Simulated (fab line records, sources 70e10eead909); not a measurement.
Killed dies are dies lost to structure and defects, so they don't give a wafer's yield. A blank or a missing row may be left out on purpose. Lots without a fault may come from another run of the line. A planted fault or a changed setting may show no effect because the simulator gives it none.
fab line records | flow nand_harc
record lots=6 wafers=18 last_day=33
route steps=1302 shown P_CONTACT@249 P_M0@253
lots that met no fault: from a run of the same line without faults
start_h: hours from the record's first day to the start of the lot's first wafer shown | wait_h: hours since the lot's step before | " the same as in the row above | L1.1+2: a row that stands for several wafers | - no value, or no start given | * or withheld: withheld | < > ~ a bound
route shown NAME@n: a module of which the file shows steps, and the number in the route of the first | usual: mean/standard deviation of fault-free wafers | same: alike in all rows | chamber/n: place in a boat | sites: the reading at each site | _std_site: their standard deviation | _edge_site: outer sites' mean less inner sites' | radius_mm: how far each site lies from the wafer's centre | mask NAME#n: copy n | behind: the tool/chamber that last shaped the wafer | hold: why the lot was held/for how many hours/how that ended | device: the transistor (n, p or np) that didn't switch | end of line: the same wafers' tests at the end of the route | a step without rows: its recipe alone | killed: dies lost to structure and defects at the first sort, not the wafer's yield | map: a wafer's dies, x killed, . not, _ none there
set.NAME: the setting as run; set.NAME@STEP: as run at that earlier step | model.NAME: the simulator's own value behind a step, which no gauge read
lots at some steps of the route; a table a step, a row a wafer
services: from which hour (start_h, from the record's first day; less than 0 if before it) a tool's chamber was out of use, for how many hours, and why
## steps
# step NHARC_P_CONTACT_CMP_24
# recipe t_overpolish_s=30 target_thk_nm=200
# usual motor_current_A=11.5/0.7 overpolish_run_s=30.001/0.0093 time_to_endpoint_s=39/4.1
# columns lot.wafer tool chamber start_h wait_h motor_current_A overpolish_run_s time_to_endpoint_s
L766.2 cmp-03 1 200.05 0.6 10.6 30.009 35
L766.4 " 3 " " 11.1 30.012 36
L766.5 " 1 " " 10.3 30.004 31
L768.3 cmp-03 2 226.57 0.4 11.3 29.999 43
L768.4 " 3 " " 10.8 29.991 39
L768.5 " 0 " " 11.7 29.989 36
L770.3 cmp-03 3 239.38 0.3 11.3 30.007 41
L770.1 " 0 " " 11.3 30.006 35
L770.2 " 1 " " 10.4 30.000 38
L771.2 cmp-04 0 245.28 0.6 11.4 29.997 38
L771.4 " 1 " " 12.5 30.008 39
L771.3 " 3 " " 10.8 29.999 36
L779.4 cmp-03 2 340.42 0.3 11.1 29.997 40
L779.3 " 3 " " 10.9 29.981 36
L779.1 " 0 " " 11.4 30.013 33
L781.4 cmp-04 2 354.87 0.4 11.4 29.998 43
L781.5 " 2 " " 11.7 30.007 44
L781.6 " 3 " " 11.7 30.007 37
# step NHARC_P_CONTACT_SRD_26
# step NHARC_P_CONTACT_INSPECT_27
# usual raw_defect_count=287/130
# columns lot.wafer tool chamber start_h wait_h raw_defect_count
L766.2 defect_inspect-01 - 200.43 0.1 457
L766.4 " - " " 516
L766.5 " - " " 331
L768.3 defect_inspect-01 - 226.93 0.1 250
L768.4 " - " " 318
L768.5 " - " " 188
L770.1 defect_inspect-01 - 239.76 0.1 324
L770.2 " - " " 322
L770.3 " - " " 328
L771.2 defect_inspect-02 - 245.68 0.1 306
L771.3 " - " " 405
L771.4 " - " " 270
L779.1 defect_inspect-01 - 340.83 0.1 270
L779.3 " - " " 415
L779.4 " - " " 443
L781.4 defect_inspect-02 - 355.27 0.1 165
L781.5 " - " " 193
L781.6 " - " " 201
# step NHARC_P_M0_DEP_00
# recipe target_thk_a=1500 target_thk_nm=150 temp_c=withheld pressure_torr=5 flow_sccm=200 rf_w=600 material=SiOC
# step NHARC_P_M0_DEHYDRATE_01
# recipe temp_c=150 time_s=120
# step NHARC_P_M0_HMDS_02
# recipe time_s=30
# step NHARC_P_M0_COAT_33
# recipe temp_c=200 time_s=65
# step NHARC_P_M0_COAT_03
# recipe spin_rpm=1500 resist_thk_nm=90
# step NHARC_P_M0_SOFTBAKE_04
# recipe temp_c=105 time_s=55
# step NHARC_P_M0_EBR_05
# step NHARC_P_M0_EXPOSE_06
# recipe na=1.35 target_cd_nm=90 dose_mj=81.28 mask_id=P_M0
# step NHARC_P_M0_PEB_07
# recipe peb_temp_c=100 peb_time_s=65
# usual chill_plate_temp_C=22.98/0.094 exhaust_pa=44.8/0.97 plate_temp_C=100.03/0.13
# columns lot.wafer tool chamber start_h wait_h chill_plate_temp_C exhaust_pa plate_temp_C
L766.2 litho_track-04 0 201.39 0.1 23.09 47.5 100.16
L766.4 " 0 " " 23.00 44.5 99.98
L766.5 " 0 " " 22.94 47.5 100.35
L768.3 litho_track-06 0 227.75 0.0 22.91 44.4 99.85
L768.4 " 0 " " 23.00 44.2 99.99
L768.5 " 0 " " 23.17 45.2 100.03
L770.1 litho_track-04 - 240.59 0.1 - - -
L770.2 " - " " - - -
L770.3 " - " " - - -
L771.2 litho_track-06 - 246.50 0.1 - - -
L771.3 " - " " - - -
L771.4 " - " " - - -
L779.1 litho_track-06 0 341.65 0.1 23.01 44.9 100.03
L779.3 " 0 " " 22.84 44.7 99.81
L779.4 " 0 " " 22.97 44.8 100.09
L781.4 litho_track-04 0 356.09 0.0 22.92 45.7 100.08
L781.5 " 0 " " 22.93 46.3 100.01
L781.6 " 0 " " 22.96 45.4 100.20
# step NHARC_P_M0_DEVELOP_08
# recipe develop_time_s=35 dev_temp_c=23
## services
# columns tool chamber start_h hours kind
cmp-03 - 178.80 0.4 repair
litho_track-06 - 179.00 7.0 pm
litho_track-04 - 203.00 7.0 pm
cmp-03 - 203.44 0.3 repair
cmp-04 - 209.06 4.0 pm
cmp-03 - 209.53 1.2 repair
cmp-03 - 260.05 4.0 pm
cmp-03 - 264.05 - consumable_replace:conditioner
cmp-03 - 264.05 - consumable_replace:pad
cmp-03 - 265.16 0.8 repair
cmp-04 - 307.06 4.0 pm
cmp-04 - 311.06 - consumable_replace:conditioner
cmp-04 - 311.06 - consumable_replace:pad
litho_track-06 - 354.00 7.0 pm
## key
first_sign step=NHARC_P_M0_PEB_07 reading=tool_record direction=missing
effect none on later readings
met_at NHARC_P_M0_PEB_07
struck_wafers L770.1,L770.2,L770.3,L771.2,L771.3,L771.4
later_rows_left_out L770.1,L770.2,L770.3,L771.2,L771.3,L771.4
sort_left_out L770.1,L770.2,L770.3,L771.2,L771.3,L771.4
onset_between 227.75 240.59
fault kind=skipped_step_whole tool=litho_track-04,litho_track-06 chamber=- onset_h=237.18 steps=NHARC_P_M0_PEB_07 scope=struck_lots_only
# sort_left_out: the simulated sort isn't trusted on such a fault, so these wafers' sort isn't shown, and their yield isn't known
# later_rows_left_out: the simulator's readings of these wafers behind a module that went badly wrong aren't trusted and aren't shown, but for the sort
